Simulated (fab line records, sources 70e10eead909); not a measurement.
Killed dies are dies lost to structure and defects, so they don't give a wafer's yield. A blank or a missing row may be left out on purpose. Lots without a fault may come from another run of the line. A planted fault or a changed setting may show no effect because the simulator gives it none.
Tool commonality check | flow nand_harc | 14 lots, 48 wafers sampled

WHY IT WAS OPENED
At NHARC_A_ONON_D1_THK_MEAS_24 the reading thk_nm is flagged on 2 of 14 lots. Wafers without a fault read 998 nm, standard deviation 7.6.
Rule: a lot is flagged when every wafer of it that has a number lies more than 4 standard deviations from that mean, or none has a number. The other lots count as sound.

lot  | measured     | on            | thk_nm (nm), wafer by wafer | flag
L567 | day 7 21:14  | film_metro-01 | 985 984 983                 |
L568 | day 8 21:20  | film_metro-02 | 1001 1001 1002              |
L571 | day 10 06:01 | film_metro-02 | 1006 1006 1004              |
L577 | day 12 14:07 | film_metro-02 | 932 933 930 932 933 931     | FLAGGED
L579 | day 12 21:57 | film_metro-01 | 983 986 985                 |
L578 | day 12 21:58 | film_metro-02 | 933 933 933 932 933 934     | FLAGGED
L580 | day 13 14:10 | film_metro-02 | 994 994 993                 |
L581 | day 14 14:28 | film_metro-01 | 1008 1007 1008              |
L583 | day 15 10:59 | film_metro-01 | 1008 1007 1008              |
L585 | day 15 17:07 | film_metro-02 | 993 994 995                 |
L587 | day 16 08:50 | film_metro-01 | 998 996 997                 |
L586 | day 16 08:59 | film_metro-02 | 994 993 993                 |
L588 | day 16 17:31 | film_metro-01 | 1009 1007 1009              |
L590 | day 18 02:14 | film_metro-02 | 1002 1003 1003              |
The numbers of the flagged lots are 932 nm on average: -66 nm against the usual, or -9 standard deviations.

WHICH TOOL RAN EACH LOT
The record holds 1 process step before the reading, out of a route of 1302 steps. In each cell: the tool, then ch and the chambers that the sampled wafers went through, then the start.
lot  | flag    | NHARC_A_ONON_D1_DEP_22
L567 |         | pecvd_onon-02 ch 0, day 7 20:43
L568 |         | pecvd_onon-04 ch 0, day 8 20:53
L571 |         | pecvd_onon-02 ch 0, day 10 05:34
L577 | FLAGGED | pecvd_onon-02 ch 0, day 12 13:36
L579 |         | pecvd_onon-04 ch 0, day 12 21:26
L578 | FLAGGED | pecvd_onon-02 ch 0, day 12 21:31
L580 |         | pecvd_onon-01 ch 0, day 13 13:39
L581 |         | pecvd_onon-04 ch 0, day 14 13:58
L583 |         | pecvd_onon-04 ch 0, day 15 10:28
L585 |         | pecvd_onon-01 ch 0, day 15 16:46
L587 |         | pecvd_onon-04 ch 0, day 16 08:20
L586 |         | pecvd_onon-01 ch 0, day 16 08:28
L588 |         | pecvd_onon-01 ch 0, day 16 17:00
L590 |         | pecvd_onon-01 ch 0, day 18 01:44
What these steps do:
- NHARC_A_ONON_D1_DEP_22: target thk 1000 nm.
- NHARC_A_ONON_D1_THK_MEAS_24: measures by ellipsometry.

FLAGGED OVER TOTAL, TOOL BY TOOL (the gauges that took the reading come last)
step                        | tool          | lots run | flagged | share of the flagged lots | sound lots run after its first flagged lot
NHARC_A_ONON_D1_DEP_22      | pecvd_onon-01 | 5        | 0       | none                      | -
NHARC_A_ONON_D1_DEP_22      | pecvd_onon-02 | 4        | 2       | all                       | 0
NHARC_A_ONON_D1_DEP_22      | pecvd_onon-04 | 5        | 0       | none                      | -
NHARC_A_ONON_D1_THK_MEAS_24 | film_metro-01 | 6        | 0       | none                      | -
NHARC_A_ONON_D1_THK_MEAS_24 | film_metro-02 | 8        | 2       | all                       | 4 (L580,L585,L586,L590)

WHAT THE TABLE ALLOWS
2 rows of the table ran every flagged lot: pecvd_onon-02 at NHARC_A_ONON_D1_DEP_22, film_metro-02 at NHARC_A_ONON_D1_THK_MEAS_24.
- pecvd_onon-02 at NHARC_A_ONON_D1_DEP_22: 2 of its 4 lots flagged. Its last sound lot is L571 (day 10 05:34), its first flagged lot L577 (day 12 13:36): a fault that began between those two fits.
- film_metro-02 at NHARC_A_ONON_D1_THK_MEAS_24: 2 of its 8 lots flagged. Sound lots ran on it after the first flagged one (L580, L585, L586, L590), which a lasting fault on the whole tool wouldn't allow.
One tool is left: pecvd_onon-02 at NHARC_A_ONON_D1_DEP_22.

WHAT THE SIMULATOR HAD PUT IN
Process parameter drift: pecvd_onon-02, from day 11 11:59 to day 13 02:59, at NHARC_A_ONON_D1_DEP_22. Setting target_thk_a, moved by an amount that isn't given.
Lots struck among those shown: L577, L578. The rule above found the same.
